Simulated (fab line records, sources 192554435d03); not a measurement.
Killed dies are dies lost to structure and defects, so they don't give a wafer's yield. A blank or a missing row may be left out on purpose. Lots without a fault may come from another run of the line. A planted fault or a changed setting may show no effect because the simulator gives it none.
Chamber matching | flow n5_finfet | N5_BEOL_M9_CMP_52 on cmp-01: 4 sister chambers
The step polishes, stops on SiCOH lowk, t overpolish 7 s, target thk 140 nm. 4 wafers are shown with their chamber, then 7 later ones without.

WAFERS WITH THEIR CHAMBER
wafer  | chamber | motor_current_A (A)
L086.4 | 2       | 5.5
L089.3 | 0       | 5.0
L092.1 | 3       | 4.7
L092.2 | 1       | 6.2

WAFERS WITHOUT THEIR CHAMBER
wafer  | motor_current_A (A)
L092.6 | 4.7
L094.1 | 4.9
L094.2 | 6.5
L094.3 | 5.4
L096.2 | 5.0
L096.3 | 5.6
L096.6 | 5.0

WHICH CHAMBER EACH WENT THROUGH
wafer  | from the rows above     | in truth
L092.6 | 3                       | 3
L094.1 | can't be placed: 0 or 3 | 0
L094.2 | 1                       | 1
L094.3 | 2                       | 2
L096.2 | 0                       | 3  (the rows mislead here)
L096.3 | 2                       | 2
L096.6 | 0                       | 0
Placed correctly: 5 of 7. Can't be placed from these rows: 1 (the true chamber is among the candidates in 1). Placed wrongly: 1.
How it was worked out, from the rows above alone: a wafer's distance from a chamber is the root of the sum, over the readings, of the square of ((its reading less the chamber's mean) divided by the reading's scatter). The wafer belongs to the nearest chamber; if the next one is less than 2 further off, it can't be placed. A chamber's mean is the mean of its shown wafers. The scatter: with one shown wafer a chamber, the root of the mean of the squares of how far each hidden wafer lies from its nearest shown one.
